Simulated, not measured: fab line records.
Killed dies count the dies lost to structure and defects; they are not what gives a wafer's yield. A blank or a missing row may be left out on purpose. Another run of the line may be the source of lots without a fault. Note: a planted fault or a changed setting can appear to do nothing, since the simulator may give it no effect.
Which tool is to blame? || flow n5Finfet || 72 wafers from 24 lots sampled at 6 of the route's 1938 steps

WHAT THE GAUGES READ, wafer by wafer
N5_BEOL_M12_OCD_MEAS_35. Usual: trenchDepthNm reads 320 nm (standard deviation 6.2).
{"lot": "L075", "measured": "day 10 20:23", "on": "ocd-02", "trenchDepthNm (nm)": "328 310 324", "flag": ""}
{"lot": "L074", "measured": "day 10 21:07", "on": "ocd-02", "trenchDepthNm (nm)": "317 322 309", "flag": ""}
{"lot": "L076", "measured": "day 11 07:45", "on": "ocd-02", "trenchDepthNm (nm)": "324 327 322", "flag": ""}
{"lot": "L078", "measured": "day 11 10:26", "on": "ocd-02", "trenchDepthNm (nm)": "314 328 327", "flag": ""}
{"lot": "L077", "measured": "day 11 13:41", "on": "ocd-02", "trenchDepthNm (nm)": "319 324 315", "flag": ""}
{"lot": "L080", "measured": "day 11 17:48", "on": "ocd-02", "trenchDepthNm (nm)": "321 321 317", "flag": ""}
{"lot": "L079", "measured": "day 11 20:47", "on": "ocd-01", "trenchDepthNm (nm)": "324 325 308", "flag": ""}
{"lot": "L081", "measured": "day 11 22:13", "on": "ocd-01", "trenchDepthNm (nm)": "322 315 316", "flag": ""}
{"lot": "L083", "measured": "day 12 15:59", "on": "ocd-02", "trenchDepthNm (nm)": "326 307 325", "flag": ""}
{"lot": "L082", "measured": "day 12 16:01", "on": "ocd-01", "trenchDepthNm (nm)": "317 318 319", "flag": ""}
{"lot": "L084", "measured": "day 12 18:29", "on": "ocd-01", "trenchDepthNm (nm)": "324 327 314", "flag": ""}
{"lot": "L085", "measured": "day 12 21:43", "on": "ocd-01", "trenchDepthNm (nm)": "313 312 318", "flag": ""}
{"lot": "L086", "measured": "day 13 02:07", "on": "ocd-02", "trenchDepthNm (nm)": "321 309 327", "flag": ""}
{"lot": "L089", "measured": "day 13 21:19", "on": "ocd-01", "trenchDepthNm (nm)": "331 315 323", "flag": ""}
{"lot": "L087", "measured": "day 13 22:35", "on": "ocd-01", "trenchDepthNm (nm)": "320 321 320", "flag": ""}
{"lot": "L088", "measured": "day 14 05:52", "on": "ocd-02", "trenchDepthNm (nm)": "329 328 312", "flag": ""}
{"lot": "L090", "measured": "day 14 15:16", "on": "ocd-02", "trenchDepthNm (nm)": "323 328 322", "flag": ""}
{"lot": "L091", "measured": "day 14 15:33", "on": "ocd-01", "trenchDepthNm (nm)": "322 320 323", "flag": ""}
{"lot": "L093", "measured": "day 15 03:05", "on": "ocd-02", "trenchDepthNm (nm)": "323 324 329", "flag": ""}
{"lot": "L092", "measured": "day 15 05:58", "on": "ocd-02", "trenchDepthNm (nm)": "319 326 325", "flag": ""}
{"lot": "L095", "measured": "day 15 12:21", "on": "ocd-01", "trenchDepthNm (nm)": "313 319 314", "flag": ""}
{"lot": "L094", "measured": "day 15 15:43", "on": "ocd-01", "trenchDepthNm (nm)": "327 321 319", "flag": ""}
{"lot": "L096", "measured": "day 15 22:31", "on": "ocd-02", "trenchDepthNm (nm)": "312 313 317", "flag": ""}
{"lot": "L097", "measured": "day 16 14:43", "on": "ocd-01", "trenchDepthNm (nm)": "322 325 322", "flag": ""}

N5_BEOL_M13_CD_MEAS_17: target cd 190 nm. Usual: cdNm reads 189.9 nm (standard deviation 2).
{"lot": "L075", "measured": "day 11 00:10", "on": "cdSem-02", "cdNm (nm)": "188.7 189.6 189.8", "flag": ""}
{"lot": "L074", "measured": "day 11 04:18", "on": "cdSem-01", "cdNm (nm)": "189.0 188.3 189.4", "flag": ""}
{"lot": "L076", "measured": "day 11 10:29", "on": "cdSem-01", "cdNm (nm)": "190.3 191.2 188.0", "flag": ""}
{"lot": "L078", "measured": "day 11 13:29", "on": "cdSem-01", "cdNm (nm)": "189.7 189.8 186.7", "flag": ""}
{"lot": "L077", "measured": "day 11 16:50", "on": "cdSem-02", "cdNm (nm)": "189.5 186.6 190.5", "flag": ""}
{"lot": "L080", "measured": "day 11 22:51", "on": "cdSem-02", "cdNm (nm)": "188.1 194.4 192.7", "flag": ""}
{"lot": "L079", "measured": "day 12 01:38", "on": "cdSem-01", "cdNm (nm)": "190.2 188.5 185.4", "flag": ""}
{"lot": "L081", "measured": "day 12 01:40", "on": "cdSem-03", "cdNm (nm)": "192.4 188.6 188.0", "flag": ""}
{"lot": "L083", "measured": "day 12 19:47", "on": "cdSem-03", "cdNm (nm)": "186.7 190.8 189.1", "flag": ""}
{"lot": "L082", "measured": "day 12 21:10", "on": "cdSem-02", "cdNm (nm)": "184.7 192.2 190.7", "flag": ""}
{"lot": "L084", "measured": "day 12 21:34", "on": "cdSem-03", "cdNm (nm)": "188.8 188.3 189.4", "flag": ""}
{"lot": "L085", "measured": "day 13 01:53", "on": "cdSem-02", "cdNm (nm)": "192.8 192.0 191.2", "flag": ""}
{"lot": "L086", "measured": "day 13 06:46", "on": "cdSem-03", "cdNm (nm)": "189.7 188.4 189.8", "flag": ""}
{"lot": "L089", "measured": "day 14 00:52", "on": "cdSem-03", "cdNm (nm)": "188.0 188.6 188.8", "flag": ""}
{"lot": "L087", "measured": "day 14 04:19", "on": "cdSem-01", "cdNm (nm)": "187.5 189.0 189.8", "flag": ""}
{"lot": "L088", "measured": "day 14 13:57", "on": "cdSem-03", "cdNm (nm)": "191.5 189.3 191.5", "flag": ""}
{"lot": "L090", "measured": "day 14 21:37", "on": "cdSem-02", "cdNm (nm)": "190.8 190.4 192.2", "flag": ""}
{"lot": "L091", "measured": "day 14 22:17", "on": "cdSem-01", "cdNm (nm)": "193.1 192.1 189.4", "flag": ""}
{"lot": "L093", "measured": "day 15 07:52", "on": "cdSem-02", "cdNm (nm)": "189.4 192.1 192.3", "flag": ""}
{"lot": "L092", "measured": "day 15 10:40", "on": "cdSem-01", "cdNm (nm)": "189.6 191.1 192.9", "flag": ""}
{"lot": "L095", "measured": "day 15 15:47", "on": "cdSem-03", "cdNm (nm)": "191.2 189.6 189.8", "flag": ""}
{"lot": "L094", "measured": "day 15 18:52", "on": "cdSem-02", "cdNm (nm)": "188.5 188.1 190.7", "flag": ""}
{"lot": "L096", "measured": "day 16 03:43", "on": "cdSem-02", "cdNm (nm)": "194.4 190.4 193.4", "flag": ""}
{"lot": "L097", "measured": "day 16 21:04", "on": "cdSem-03", "cdNm (nm)": "189.2 190.0 190.1", "flag": ""}

N5_BEOL_M13_CD_MEAS_28: target cd 209.5 nm. Usual: cdNm reads 210.8 nm (standard deviation 1.8).
{"lot": "L075", "measured": "day 11 00:38", "on": "cdSem-03", "cdNm (nm)": "209.3 210.2 211.0", "flag": ""}
{"lot": "L074", "measured": "day 11 04:38", "on": "cdSem-02", "cdNm (nm)": "210.2 208.9 214.1", "flag": ""}
{"lot": "L076", "measured": "day 11 10:49", "on": "cdSem-01", "cdNm (nm)": "208.7 211.2 208.3", "flag": ""}
{"lot": "L078", "measured": "day 11 13:56", "on": "cdSem-03", "cdNm (nm)": "211.5 211.6 211.1", "flag": ""}
{"lot": "L077", "measured": "day 11 17:10", "on": "cdSem-03", "cdNm (nm)": "211.4 211.4 208.5", "flag": ""}
{"lot": "L080", "measured": "day 11 23:10", "on": "cdSem-01", "cdNm (nm)": "207.8 212.0 211.6", "flag": ""}
{"lot": "L079", "measured": "day 12 01:57", "on": "cdSem-01", "cdNm (nm)": "211.6 211.2 207.9", "flag": ""}
{"lot": "L081", "measured": "day 12 01:59", "on": "cdSem-02", "cdNm (nm)": "209.4 212.5 209.7", "flag": ""}
{"lot": "L083", "measured": "day 12 20:07", "on": "cdSem-02", "cdNm (nm)": "208.5 211.7 211.1", "flag": ""}
{"lot": "L082", "measured": "day 12 21:29", "on": "cdSem-02", "cdNm (nm)": "209.6 211.9 210.9", "flag": ""}
{"lot": "L084", "measured": "day 12 22:01", "on": "cdSem-02", "cdNm (nm)": "210.3 207.7 208.9", "flag": ""}
{"lot": "L085", "measured": "day 13 02:13", "on": "cdSem-03", "cdNm (nm)": "212.6 210.7 210.9", "flag": ""}
{"lot": "L086", "measured": "day 13 07:13", "on": "cdSem-01", "cdNm (nm)": "211.7 211.7 208.9", "flag": ""}
{"lot": "L089", "measured": "day 14 01:11", "on": "cdSem-01", "cdNm (nm)": "210.5 207.8 209.3", "flag": ""}
{"lot": "L087", "measured": "day 14 04:38", "on": "cdSem-03", "cdNm (nm)": "213.2 213.1 211.3", "flag": ""}
{"lot": "L088", "measured": "day 14 14:16", "on": "cdSem-03", "cdNm (nm)": "213.4 211.0 211.4", "flag": ""}
{"lot": "L090", "measured": "day 14 22:04", "on": "cdSem-02", "cdNm (nm)": "209.5 212.3 211.4", "flag": ""}
{"lot": "L091", "measured": "day 14 22:44", "on": "cdSem-02", "cdNm (nm)": "212.5 209.3 212.0", "flag": ""}
{"lot": "L093", "measured": "day 15 08:11", "on": "cdSem-01", "cdNm (nm)": "210.3 215.7 214.2", "flag": ""}
{"lot": "L092", "measured": "day 15 11:00", "on": "cdSem-03", "cdNm (nm)": "212.6 212.1 211.3", "flag": ""}
{"lot": "L095", "measured": "day 15 16:14", "on": "cdSem-03", "cdNm (nm)": "210.5 211.6 210.2", "flag": ""}
{"lot": "L094", "measured": "day 15 19:11", "on": "cdSem-03", "cdNm (nm)": "209.4 210.2 206.7", "flag": ""}
{"lot": "L096", "measured": "day 16 04:03", "on": "cdSem-01", "cdNm (nm)": "212.9 208.2 212.6", "flag": ""}
{"lot": "L097", "measured": "day 16 21:23", "on": "cdSem-02", "cdNm (nm)": "211.2 210.6 209.7", "flag": ""}

N5_BEOL_M14_CD_MEAS_10: target cd 250 nm. Usual: cdNm reads 250.5 nm (standard deviation 2.1).
{"lot": "L075", "measured": "day 11 05:39", "on": "cdSem-02", "cdNm (nm)": "250.5 248.1 252.3", "flag": ""}
{"lot": "L074", "measured": "day 11 07:48", "on": "cdSem-02", "cdNm (nm)": "249.8 250.2 249.5", "flag": ""}
{"lot": "L076", "measured": "day 11 15:50", "on": "cdSem-01", "cdNm (nm)": "253.2 246.0 250.2", "flag": ""}
{"lot": "L078", "measured": "day 11 18:28", "on": "cdSem-03", "cdNm (nm)": "250.1 248.9 252.4", "flag": ""}
{"lot": "L077", "measured": "day 11 22:13", "on": "cdSem-03", "cdNm (nm)": "249.9 249.2 249.4", "flag": ""}
{"lot": "L080", "measured": "day 12 02:10", "on": "cdSem-03", "cdNm (nm)": "248.8 248.3 250.2", "flag": ""}
{"lot": "L079", "measured": "day 12 07:29", "on": "cdSem-03", "cdNm (nm)": "249.1 245.9 249.3", "flag": ""}
{"lot": "L081", "measured": "day 12 10:18", "on": "cdSem-01", "cdNm (nm)": "251.3 249.6 247.2", "flag": ""}
{"lot": "L083", "measured": "day 13 00:06", "on": "cdSem-01", "cdNm (nm)": "250.4 252.8 250.3", "flag": ""}
{"lot": "L082", "measured": "day 13 01:50", "on": "cdSem-01", "cdNm (nm)": "251.6 253.0 250.7", "flag": ""}
{"lot": "L084", "measured": "day 13 02:04", "on": "cdSem-02", "cdNm (nm)": "251.4 248.2 246.1", "flag": ""}
{"lot": "L085", "measured": "day 13 05:52", "on": "cdSem-03", "cdNm (nm)": "249.9 252.8 255.5", "flag": ""}
{"lot": "L086", "measured": "day 13 12:20", "on": "cdSem-03", "cdNm (nm)": "251.4 251.1 254.0", "flag": ""}
{"lot": "L089", "measured": "day 14 04:48", "on": "cdSem-01", "cdNm (nm)": "250.3 252.9 253.2", "flag": ""}
{"lot": "L087", "measured": "day 14 07:46", "on": "cdSem-03", "cdNm (nm)": "248.5 251.6 255.7", "flag": ""}
{"lot": "L088", "measured": "day 14 20:49", "on": "cdSem-01", "cdNm (nm)": "249.2 249.3 249.7", "flag": ""}
{"lot": "L090", "measured": "day 15 01:43", "on": "cdSem-02", "cdNm (nm)": "250.7 247.9 251.5", "flag": ""}
{"lot": "L091", "measured": "day 15 02:58", "on": "cdSem-03", "cdNm (nm)": "250.9 254.1 250.9", "flag": ""}
{"lot": "L093", "measured": "day 15 12:08", "on": "cdSem-02", "cdNm (nm)": "250.5 249.7 247.7", "flag": ""}
{"lot": "L092", "measured": "day 15 14:58", "on": "cdSem-02", "cdNm (nm)": "248.0 249.9 251.0", "flag": ""}
{"lot": "L095", "measured": "day 16 00:31", "on": "cdSem-02", "cdNm (nm)": "249.0 251.1 250.4", "flag": ""}
{"lot": "L094", "measured": "day 16 01:10", "on": "cdSem-01", "cdNm (nm)": "252.8 254.1 250.0", "flag": ""}
{"lot": "L096", "measured": "day 16 08:24", "on": "cdSem-02", "cdNm (nm)": "250.1 248.0 248.8", "flag": ""}
{"lot": "L097", "measured": "day 17 00:59", "on": "cdSem-03", "cdNm (nm)": "251.1 249.2 247.5", "flag": ""}

N5_BEOL_M14_INSPECT_12: inspects for defects (macro). Usual: rawDefectCount reads 2.0 (standard deviation 1.3).
{"lot": "L075", "measured": "day 11 05:42", "on": "defectInspect-02", "rawDefectCount": "0 0 2", "flag": ""}
{"lot": "L074", "measured": "day 11 07:51", "on": "defectInspect-01", "rawDefectCount": "2 4 2", "flag": ""}
{"lot": "L076", "measured": "day 11 15:53", "on": "defectInspect-01", "rawDefectCount": "3 2 1", "flag": ""}
{"lot": "L078", "measured": "day 11 18:31", "on": "defectInspect-01", "rawDefectCount": "1 1 3", "flag": ""}
{"lot": "L077", "measured": "day 11 22:16", "on": "defectInspect-02", "rawDefectCount": "1 0 2", "flag": ""}
{"lot": "L080", "measured": "day 12 02:13", "on": "defectInspect-02", "rawDefectCount": "0 3 2", "flag": ""}
{"lot": "L079", "measured": "day 12 07:32", "on": "defectInspect-02", "rawDefectCount": "2 1 4", "flag": ""}
{"lot": "L081", "measured": "day 12 10:21", "on": "defectInspect-02", "rawDefectCount": "4 0 1", "flag": ""}
{"lot": "L083", "measured": "day 13 00:10", "on": "defectInspect-02", "rawDefectCount": "0 3 3", "flag": ""}
{"lot": "L082", "measured": "day 13 01:53", "on": "defectInspect-01", "rawDefectCount": "4 3 3", "flag": ""}
{"lot": "L084", "measured": "day 13 02:08", "on": "defectInspect-02", "rawDefectCount": "1 1 1", "flag": ""}
{"lot": "L085", "measured": "day 13 05:55", "on": "defectInspect-02", "rawDefectCount": "1 2 1", "flag": ""}
{"lot": "L086", "measured": "day 13 12:23", "on": "defectInspect-02", "rawDefectCount": "3 3 2", "flag": ""}
{"lot": "L089", "measured": "day 14 04:51", "on": "defectInspect-02", "rawDefectCount": "2 3 0", "flag": ""}
{"lot": "L087", "measured": "day 14 07:49", "on": "defectInspect-02", "rawDefectCount": "3 0 2", "flag": ""}
{"lot": "L088", "measured": "day 14 20:52", "on": "defectInspect-01", "rawDefectCount": "2 4 5", "flag": ""}
{"lot": "L090", "measured": "day 15 01:46", "on": "defectInspect-02", "rawDefectCount": "4 2 1", "flag": ""}
{"lot": "L091", "measured": "day 15 03:01", "on": "defectInspect-02", "rawDefectCount": "4 4 3", "flag": ""}
{"lot": "L093", "measured": "day 15 12:11", "on": "defectInspect-02", "rawDefectCount": "0 2 2", "flag": ""}
{"lot": "L092", "measured": "day 15 15:02", "on": "defectInspect-02", "rawDefectCount": "2 1 4", "flag": ""}
{"lot": "L095", "measured": "day 16 00:34", "on": "defectInspect-02", "rawDefectCount": "3 5 2", "flag": ""}
{"lot": "L094", "measured": "day 16 01:14", "on": "defectInspect-01", "rawDefectCount": "0 3 3", "flag": ""}
{"lot": "L096", "measured": "day 16 08:28", "on": "defectInspect-02", "rawDefectCount": "4 2 3", "flag": ""}
{"lot": "L097", "measured": "day 17 01:02", "on": "defectInspect-02", "rawDefectCount": "2 0 0", "flag": ""}

WHICH TOOL RAN EACH LOT (tool, then ch and the chambers of the sampled wafers, then the start)
{"lot": "L075", "N5_BEOL_M13_ETCH_68": "rieDiel-06 ch 1,2,3, day 11 00:53"}
{"lot": "L074", "N5_BEOL_M13_ETCH_68": "rieDiel-02 ch 0,2,3, day 11 04:54"}
{"lot": "L076", "N5_BEOL_M13_ETCH_68": "rieDiel-06 ch 1,3, day 11 11:09"}
{"lot": "L078", "N5_BEOL_M13_ETCH_68": "rieDiel-06 ch 0,1,2, day 11 14:12"}
{"lot": "L077", "N5_BEOL_M13_ETCH_68": "rieDiel-03 ch 1,2,3, day 11 17:26"}
{"lot": "L080", "N5_BEOL_M13_ETCH_68": "rieDiel-06 ch 0,3, day 11 23:34"}
{"lot": "L079", "N5_BEOL_M13_ETCH_68": "rieDiel-02 ch 1,2, day 12 02:23"}
{"lot": "L081", "N5_BEOL_M13_ETCH_68": "rieDiel-03 ch 1,2, day 12 02:37"}
{"lot": "L083", "N5_BEOL_M13_ETCH_68": "rieDiel-03 ch 0,2,3, day 12 20:23"}
{"lot": "L082", "N5_BEOL_M13_ETCH_68": "rieDiel-02 ch 0,1,2, day 12 21:50"}
{"lot": "L084", "N5_BEOL_M13_ETCH_68": "rieDiel-03 ch 1,2, day 12 22:22"}
{"lot": "L085", "N5_BEOL_M13_ETCH_68": "rieDiel-06 ch 1,2, day 13 02:34"}
{"lot": "L086", "N5_BEOL_M13_ETCH_68": "rieDiel-02 ch 1,3, day 13 07:44"}
{"lot": "L089", "N5_BEOL_M13_ETCH_68": "rieDiel-03 ch 0,1,3, day 14 01:28"}
{"lot": "L087", "N5_BEOL_M13_ETCH_68": "rieDiel-06 ch 0,2, day 14 04:55"}
{"lot": "L088", "N5_BEOL_M13_ETCH_68": "rieDiel-03 ch 1,2,3, day 14 14:32"}
{"lot": "L090", "N5_BEOL_M13_ETCH_68": "rieDiel-03 ch 2,3, day 14 22:22"}
{"lot": "L091", "N5_BEOL_M13_ETCH_68": "rieDiel-03 ch 2,3, day 14 23:10"}
{"lot": "L093", "N5_BEOL_M13_ETCH_68": "rieDiel-02 ch 1,3, day 15 08:30"}
{"lot": "L092", "N5_BEOL_M13_ETCH_68": "rieDiel-02 ch 0,3, day 15 11:16"}
{"lot": "L095", "N5_BEOL_M13_ETCH_68": "rieDiel-03 ch 0,1,2, day 15 16:30"}
{"lot": "L094", "N5_BEOL_M13_ETCH_68": "rieDiel-06 ch 1,3, day 15 19:28"}
{"lot": "L096", "N5_BEOL_M13_ETCH_68": "rieDiel-06 ch 0,3, day 16 04:19"}
{"lot": "L097", "N5_BEOL_M13_ETCH_68": "rieDiel-03 ch 0,3, day 16 21:40"}
- N5_BEOL_M13_ETCH_68: etches SOC in N2/H2, time 355 s.

WHAT THE TOOLS THEMSELVES READ (means of the sampled wafers that have a number; where no wafer has one, the mark that the record gives instead)
N5_BEOL_M13_ETCH_68. Usual: drypumpMotorCurrentA 5.5 A, standard deviation 0.55; n2FlowSccm 200.0 sccm, standard deviation 0.66; oesProductAu 0.81 a.u., standard deviation 0.093; rfVppV 524 V, standard deviation 3.3; showerheadPlenumPTorr 2.55 Torr, standard deviation 0.11; throttleValvePct 17.74 %, standard deviation 0.26.
{"lot": "L075", "tool": "rieDiel-06", "drypumpMotorCurrentA (A)": 5.0, "n2FlowSccm (sccm)": 200.1, "oesProductAu (a.u.)": 0.76, "rfVppV (V)": 525, "showerheadPlenumPTorr (Torr)": 2.56, "throttleValvePct (%)": 17.77, "flag": ""}
{"lot": "L074", "tool": "rieDiel-02", "drypumpMotorCurrentA (A)": 5.8, "n2FlowSccm (sccm)": 199.4, "oesProductAu (a.u.)": 0.83, "rfVppV (V)": 521, "showerheadPlenumPTorr (Torr)": 2.47, "throttleValvePct (%)": 17.81, "flag": ""}
{"lot": "L076", "tool": "rieDiel-06", "drypumpMotorCurrentA (A)": 5.2, "n2FlowSccm (sccm)": 201.0, "oesProductAu (a.u.)": 0.79, "rfVppV (V)": 526, "showerheadPlenumPTorr (Torr)": 2.61, "throttleValvePct (%)": 17.53, "flag": ""}
{"lot": "L078", "tool": "rieDiel-06", "drypumpMotorCurrentA (A)": 5.5, "n2FlowSccm (sccm)": 199.9, "oesProductAu (a.u.)": 0.72, "rfVppV (V)": 524, "showerheadPlenumPTorr (Torr)": 2.52, "throttleValvePct (%)": 17.98, "flag": ""}
{"lot": "L077", "tool": "rieDiel-03", "drypumpMotorCurrentA (A)": 5.6, "n2FlowSccm (sccm)": 200.6, "oesProductAu (a.u.)": 0.77, "rfVppV (V)": 524, "showerheadPlenumPTorr (Torr)": 2.52, "throttleValvePct (%)": 17.72, "flag": ""}
{"lot": "L080", "tool": "rieDiel-06", "drypumpMotorCurrentA (A)": 5.3, "n2FlowSccm (sccm)": 199.1, "oesProductAu (a.u.)": 0.77, "rfVppV (V)": 523, "showerheadPlenumPTorr (Torr)": 2.50, "throttleValvePct (%)": 17.95, "flag": ""}
{"lot": "L079", "tool": "rieDiel-02", "drypumpMotorCurrentA (A)": 5.6, "n2FlowSccm (sccm)": 199.5, "oesProductAu (a.u.)": 0.86, "rfVppV (V)": 522, "showerheadPlenumPTorr (Torr)": 2.46, "throttleValvePct (%)": 17.71, "flag": ""}
{"lot": "L081", "tool": "rieDiel-03", "drypumpMotorCurrentA (A)": 5.2, "n2FlowSccm (sccm)": 199.7, "oesProductAu (a.u.)": 0.82, "rfVppV (V)": 523, "showerheadPlenumPTorr (Torr)": 2.54, "throttleValvePct (%)": 17.72, "flag": ""}
{"lot": "L083", "tool": "rieDiel-03", "drypumpMotorCurrentA (A)": 5.9, "n2FlowSccm (sccm)": 200.2, "oesProductAu (a.u.)": 0.83, "rfVppV (V)": 525, "showerheadPlenumPTorr (Torr)": 2.60, "throttleValvePct (%)": 17.61, "flag": ""}
{"lot": "L082", "tool": "rieDiel-02", "drypumpMotorCurrentA (A)": 5.6, "n2FlowSccm (sccm)": 200.1, "oesProductAu (a.u.)": 0.82, "rfVppV (V)": 520, "showerheadPlenumPTorr (Torr)": 2.42, "throttleValvePct (%)": 17.89, "flag": ""}
{"lot": "L084", "tool": "rieDiel-03", "drypumpMotorCurrentA (A)": 5.1, "n2FlowSccm (sccm)": 200.7, "oesProductAu (a.u.)": 0.83, "rfVppV (V)": 526, "showerheadPlenumPTorr (Torr)": 2.61, "throttleValvePct (%)": 17.68, "flag": ""}
{"lot": "L085", "tool": "rieDiel-06", "drypumpMotorCurrentA (A)": 5.2, "n2FlowSccm (sccm)": 199.3, "oesProductAu (a.u.)": 0.84, "rfVppV (V)": 526, "showerheadPlenumPTorr (Torr)": 2.59, "throttleValvePct (%)": 17.52, "flag": ""}
{"lot": "L086", "tool": "rieDiel-02", "drypumpMotorCurrentA (A)": 5.6, "n2FlowSccm (sccm)": 200.0, "oesProductAu (a.u.)": 0.92, "rfVppV (V)": 523, "showerheadPlenumPTorr (Torr)": 2.52, "throttleValvePct (%)": 17.62, "flag": ""}
{"lot": "L089", "tool": "rieDiel-03", "drypumpMotorCurrentA (A)": 5.8, "n2FlowSccm (sccm)": 199.9, "oesProductAu (a.u.)": 0.82, "rfVppV (V)": 528, "showerheadPlenumPTorr (Torr)": 2.67, "throttleValvePct (%)": 17.56, "flag": ""}
{"lot": "L087", "tool": "rieDiel-06", "drypumpMotorCurrentA (A)": 5.8, "n2FlowSccm (sccm)": 200.3, "oesProductAu (a.u.)": 0.97, "rfVppV (V)": 526, "showerheadPlenumPTorr (Torr)": 2.65, "throttleValvePct (%)": 17.85, "flag": ""}
{"lot": "L088", "tool": "rieDiel-03", "drypumpMotorCurrentA (A)": 5.6, "n2FlowSccm (sccm)": 199.8, "oesProductAu (a.u.)": 0.85, "rfVppV (V)": 526, "showerheadPlenumPTorr (Torr)": 2.61, "throttleValvePct (%)": 17.60, "flag": ""}
{"lot": "L090", "tool": "rieDiel-03", "drypumpMotorCurrentA (A)": 5.7, "n2FlowSccm (sccm)": 199.4, "oesProductAu (a.u.)": 0.83, "rfVppV (V)": 524, "showerheadPlenumPTorr (Torr)": 2.53, "throttleValvePct (%)": 17.66, "flag": ""}
{"lot": "L091", "tool": "rieDiel-03", "drypumpMotorCurrentA (A)": 5.7, "n2FlowSccm (sccm)": 200.0, "oesProductAu (a.u.)": 0.83, "rfVppV (V)": 524, "showerheadPlenumPTorr (Torr)": 2.53, "throttleValvePct (%)": 17.67, "flag": ""}
{"lot": "L093", "tool": "rieDiel-02", "drypumpMotorCurrentA (A)": 5.7, "n2FlowSccm (sccm)": 199.9, "oesProductAu (a.u.)": 0.89, "rfVppV (V)": 523, "showerheadPlenumPTorr (Torr)": 2.51, "throttleValvePct (%)": 17.64, "flag": ""}
{"lot": "L092", "tool": "rieDiel-02", "drypumpMotorCurrentA (A)": 5.9, "n2FlowSccm (sccm)": 199.3, "oesProductAu (a.u.)": 0.83, "rfVppV (V)": 523, "showerheadPlenumPTorr (Torr)": 2.51, "throttleValvePct (%)": 17.78, "flag": ""}
{"lot": "L095", "tool": "rieDiel-03", "drypumpMotorCurrentA (A)": 5.4, "n2FlowSccm (sccm)": 199.5, "oesProductAu (a.u.)": 0.75, "rfVppV (V)": 525, "showerheadPlenumPTorr (Torr)": 2.59, "throttleValvePct (%)": 17.74, "flag": ""}
{"lot": "L094", "tool": "rieDiel-06", "drypumpMotorCurrentA (A)": 5.2, "n2FlowSccm (sccm)": 199.9, "oesProductAu (a.u.)": 0.76, "rfVppV (V)": 525, "showerheadPlenumPTorr (Torr)": 2.59, "throttleValvePct (%)": 17.59, "flag": ""}
{"lot": "L096", "tool": "rieDiel-06", "drypumpMotorCurrentA (A)": 5.8, "n2FlowSccm (sccm)": 200.1, "oesProductAu (a.u.)": 0.87, "rfVppV (V)": 526, "showerheadPlenumPTorr (Torr)": 2.66, "throttleValvePct (%)": 17.90, "flag": ""}
{"lot": "L097", "tool": "rieDiel-03", "drypumpMotorCurrentA (A)": 6.3, "n2FlowSccm (sccm)": 200.3, "oesProductAu (a.u.)": 0.81, "rfVppV (V)": 527, "showerheadPlenumPTorr (Torr)": 2.67, "throttleValvePct (%)": 17.50, "flag": ""}

THE ANSWER, worked out from the rows above alone
Rule: a lot counts as off when the mean over its wafers that have a number is more than 3 standard deviations away from the usual mean. A lot without any number at a reading at which 4 lots or more have one is off too. Where the step has rows for the other lots, those lots are counted as sound. Order of review: gauges by route order, followed by the tools' own readings, for which a lot's mean as printed above is used. At the first step where some lot is off, the reading lying furthest off is the one used; lots without a number count as furthest.
Nothing can be told from this: no lot is off at any reading shown.

WHAT HAD BEEN PUT IN BY THE SIMULATOR
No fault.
